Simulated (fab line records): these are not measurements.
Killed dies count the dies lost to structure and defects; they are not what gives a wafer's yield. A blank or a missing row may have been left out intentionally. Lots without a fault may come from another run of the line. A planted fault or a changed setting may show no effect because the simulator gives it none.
Which tool was responsible? / flow nandHarc / 24 lots, 72 wafers sampled, at 2 steps of a route of 1302

WHAT EACH GAUGE READ, for each wafer
NHARC_A_ONON_D2_THK_MEAS_27: measures by ellipsometry.
lot=L074; measured=day 13 03:23; on=filmMetro-01; thkNm (nm)=984 985 984
lot=L075; measured=day 13 03:24; on=filmMetro-02; thkNm (nm)=1003 1000 1002
lot=L076; measured=day 14 01:39; on=filmMetro-01; thkNm (nm)=1001 1001 1002
lot=L078; measured=day 14 10:35; on=filmMetro-01; thkNm (nm)=995 995 997
lot=L079; measured=day 14 10:43; on=filmMetro-01; thkNm (nm)=1004 1006 1004
lot=L077; measured=day 14 10:56; on=filmMetro-02; thkNm (nm)=977 978 977
lot=L080; measured=day 15 06:05; on=filmMetro-02; thkNm (nm)=992 992 992
lot=L081; measured=day 15 18:56; on=filmMetro-01; thkNm (nm)=990 990 990
lot=L083; measured=day 16 06:35; on=filmMetro-02; thkNm (nm)=1006 1005 1006
lot=L082; measured=day 16 06:36; on=filmMetro-02; thkNm (nm)=998 999 997
lot=L084; measured=day 17 01:32; on=filmMetro-01; thkNm (nm)=1009 1008 1010
lot=L085; measured=day 17 21:53; on=filmMetro-02; thkNm (nm)=1020 1019 1021
lot=L086; measured=day 18 06:11; on=filmMetro-02; thkNm (nm)=1007 1007 1007
lot=L087; measured=day 18 10:59; on=filmMetro-02; thkNm (nm)=993 992 993
lot=L089; measured=day 19 03:51; on=filmMetro-01; thkNm (nm)=1003 1003 1004
lot=L088; measured=day 19 04:01; on=filmMetro-02; thkNm (nm)=999 998 1001
lot=L091; measured=day 19 17:05; on=filmMetro-01; thkNm (nm)=992 993 992
lot=L090; measured=day 19 17:06; on=filmMetro-02; thkNm (nm)=1007 1008 1005
lot=L092; measured=day 20 06:37; on=filmMetro-01; thkNm (nm)=1012 1013 1013
lot=L093; measured=day 20 12:38; on=filmMetro-02; thkNm (nm)=1001 1001 1002
lot=L094; measured=day 21 08:27; on=filmMetro-02; thkNm (nm)=998 1000 998
lot=L095; measured=day 21 22:19; on=filmMetro-01; thkNm (nm)=991 989 990
lot=L096; measured=day 21 22:40; on=filmMetro-01; thkNm (nm)=1001 1003 1002
lot=L097; measured=day 22 22:29; on=filmMetro-02; thkNm (nm)=1019 1019 1017

NHARC_A_ONON_D2_INSPECT_32.
lot=L074; measured=day 13 04:29; on=defectInspect-01; rawDefectCount=477 297 404
lot=L075; measured=day 13 04:30; on=defectInspect-02; rawDefectCount=445 298 415
lot=L076; measured=day 14 02:45; on=defectInspect-02; rawDefectCount=187 324 192
lot=L078; measured=day 14 11:41; on=defectInspect-02; rawDefectCount=228 388 228
lot=L079; measured=day 14 11:57; on=defectInspect-01; rawDefectCount=402 643 545
lot=L077; measured=day 14 12:15; on=defectInspect-02; rawDefectCount=400 314 461
lot=L080; measured=day 15 07:11; on=defectInspect-02; rawDefectCount=337 554 354
lot=L081; measured=day 15 20:02; on=defectInspect-02; rawDefectCount=205 242 291
lot=L083; measured=day 16 07:41; on=defectInspect-02; rawDefectCount=462 459 402
lot=L082; measured=day 16 07:43; on=defectInspect-01; rawDefectCount=375 403 426
lot=L084; measured=day 17 02:39; on=defectInspect-02; rawDefectCount=220 386 228
lot=L085; measured=day 17 22:59; on=defectInspect-01; rawDefectCount=236 456 316
lot=L086; measured=day 18 07:18; on=defectInspect-01; rawDefectCount=252 305 375
lot=L087; measured=day 18 12:05; on=defectInspect-01; rawDefectCount=443 427 452
lot=L089; measured=day 19 04:58; on=defectInspect-01; rawDefectCount=229 161 250
lot=L088; measured=day 19 05:09; on=defectInspect-02; rawDefectCount=726 762 493
lot=L091; measured=day 19 18:11; on=defectInspect-01; rawDefectCount=521 222 441
lot=L090; measured=day 19 18:13; on=defectInspect-01; rawDefectCount=331 285 314
lot=L092; measured=day 20 07:44; on=defectInspect-01; rawDefectCount=368 350 233
lot=L093; measured=day 20 13:43; on=defectInspect-02; rawDefectCount=734 289 588
lot=L094; measured=day 21 09:33; on=defectInspect-02; rawDefectCount=409 314 339
lot=L095; measured=day 21 23:25; on=defectInspect-02; rawDefectCount=260 489 251
lot=L096; measured=day 21 23:54; on=defectInspect-02; rawDefectCount=210 378 286
lot=L097; measured=day 22 23:37; on=defectInspect-01; rawDefectCount=475 447 425

EACH LOT AND THE TOOL THAT RAN IT (in order: tool; ch and the chambers of the sampled wafers; start)
Before these readings, the record contains no process step.

AS READ BY THE TOOLS THEMSELVES (means over the sampled wafers that have a number; for cases with no such wafer, the mark the record gives instead)
The record holds no such reading with a usual standard deviation.

THE ANSWER, worked out from the rows above alone
Rule: the usual values come from the lots themselves. The widest of any qualifying gaps counts: lots, ordered by their means at a reading, are off when they make up no more than a third of the lots, leave a main group of 4 or more, and stand apart from it by 3 or more times the standard deviation of that group's means. A main group whose means are all the same, to the digits that the tables above print for the reading, isn't used. Also off: a lot with no number at a reading for which 4 or more lots have one. The other lots that the step has rows for count as sound. First the gauges in route order, then the tools' own readings, where a lot's mean is used as printed above. The first step at which some lot is off is used, and at that step the reading that is off furthest; a lot without a number counts as furthest.
None of the lots is off at any reading shown; this tells nothing.

WHAT THE SIMULATOR HAD PUT IN
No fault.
